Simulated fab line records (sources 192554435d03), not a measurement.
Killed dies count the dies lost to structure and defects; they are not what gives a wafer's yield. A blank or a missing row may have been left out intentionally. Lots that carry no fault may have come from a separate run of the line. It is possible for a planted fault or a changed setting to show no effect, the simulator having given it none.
Lot-split experiment    flow n5-finfet    on a route of 1938 steps: 7 lots, 21 wafers read

== ABOUT THE SPLIT ==
At N5_BEOL_M7_DESCUM_33 (chemistry O2, time 7 s), the setting time-s was moved away from the recipe's 7 s on 7 of the 21 wafers read, by -19.9% to -6.7%. The other wafers ran this setting at the recipe's value.

== THE PATH FROM SPLIT TO READING: the file shows 1 step between them ==
- N5_BEOL_M7_ETCH_72: etches underlayer in N2/H2, target depth 6.5 nm, time 5.2 s

== THE READING ==
CAR-EUV_of_BEOL_M7_COAT_22.thk-nm (the simulator's own value, which no gauge read), in nm, at N5_BEOL_M7_ETCH_65 (etches SiARC in CF4, target depth 15.6 nm, time 26 s). No usual value for it is given in the file. Here, 14 wafers ran the recipe; their average is 11.1 nm with a standard deviation of 0.09 nm.

wafer   tool, chamber at the split  time-s as run, s  against the recipe  CAR-EUV_of_BEOL_M7_COAT_22.thk-nm, nm  against lot-mates on the recipe
L074.1  rie-diel-04, 1              7                 recipe              11.2                                   -
L074.3  rie-diel-04, 3              7                 recipe              11.2                                   -
L074.5  rie-diel-04, 2              7                 recipe              11.2                                   -
L078.2  rie-diel-04, 0              7                 recipe              11                                     -
L078.3  rie-diel-04, 1              7                 recipe              11                                     -
L078.6  rie-diel-04, 0              7                 recipe              11                                     -
L086.2  rie-diel-01, 2              6.027             -13.9%              11.6                                   +0.4
L086.6  rie-diel-01, 1              6.027             -13.9%              11.6                                   +0.4
L086.4  rie-diel-01, 3              7                 recipe              11.2                                   -
L088.3  rie-diel-01, 3              6.531             -6.7%               11.4                                   no lot-mate on the recipe
L088.5  rie-diel-01, 3              6.531             -6.7%               11.4                                   no lot-mate on the recipe
L088.6  rie-diel-01, 2              6.531             -6.7%               11.2                                   no lot-mate on the recipe
L090.2  rie-diel-01, 0,1            7                 recipe              11.2                                   -
L090.4  rie-diel-01, 0,1            7                 recipe              11.2                                   -
L090.6  rie-diel-01, 1              7                 recipe              11.2                                   -
L091.2  rie-diel-01, 3              7                 recipe              11.2                                   -
L091.4  rie-diel-01, 0              7                 recipe              11.2                                   -
L091.6  rie-diel-01, 0              5.606             -19.9%              12                                     +0.8
L095.1  rie-diel-03, 3              7                 recipe              11                                     -
L095.3  rie-diel-03, 0              7                 recipe              11.2                                   -
L095.5  rie-diel-03, 2              5.661             -19.1%              11.8                                   +0.7
When a row names more than one chamber, that row covers several wafers, and the file does not tell which wafer ran in which chamber.

THE FIT
A straight line over all 21 wafers: CAR-EUV_of_BEOL_M7_COAT_22.thk-nm changes by -0.0365 nm for each +1% of time-s; r = -0.94; the points scatter about the line by 0.095 nm.
The same after taking each lot's own level away (the mean of its wafers on the recipe; 18 wafers): -0.0354 nm for each +1%; r = -0.98; scatter 0.054 nm.
According to that fit, moving time-s by its largest amount changes the reading by 0.71 nm.
Across the lots, their own levels run from 11.00 to 11.20 nm, a range of 2.2 times the standard deviation given above.
So the lot-to-lot level changes the slope little: the two slopes agree.
Check: +0.649 nm against its lot-mates is what the line predicts for one of the wafers moved furthest among these (-19.9%) when that wafer is left out of the fit. It came out at +0.8 nm against them.

== OTHER SPLITS APPLIED TO THESE WAFERS ==
Note: prior to the reading, these wafers also went through further splits. Each is held against what the fit with the lots' levels taken away leaves over:
other split on the same wafers  wafers away from the commonest value  r with CAR-EUV_of_BEOL_M7_COAT_22.thk-nm (lot level and that fit taken away)
N5_BEOL_M5_COAT_05 spin-rpm     6                                     +0.14
N5_BEOL_M5_ETCH_72 source-w     4                                     -0.14
N5_BEOL_M5_ETCH_41 source-w     6                                     +0.04
N5_BEOL_M6_ETCH_66 bias-w       5                                     -0.23
N5_BEOL_M7_EXPOSE_25 dose-mj    9                                     -0.03

== THE WHOLE CHAIN: every reading that the file lists as answering this split, in the file's order ==
step                  what it does                                          reading                                                                             change (the file's fit)                 r (the file's)
N5_BEOL_M7_DESCUM_33  chemistry O2, time 7 s                                CAR-EUV_of_BEOL_M7_COAT_22.thk-nm (the simulator's own value, which no gauge read)  -0.0323 nm for each +1% of the setting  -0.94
N5_BEOL_M7_ETCH_65    etches SiARC in CF4, target depth 15.6 nm, time 26 s  CAR-EUV_of_BEOL_M7_COAT_22.thk-nm (the simulator's own value, which no gauge read)  -0.0365 nm for each +1% of the setting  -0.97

== FILE'S OWN FIT ==
CAR-EUV_of_BEOL_M7_COAT_22.thk-nm changes by -0.0365 nm for each +1% of time-s, r = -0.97.
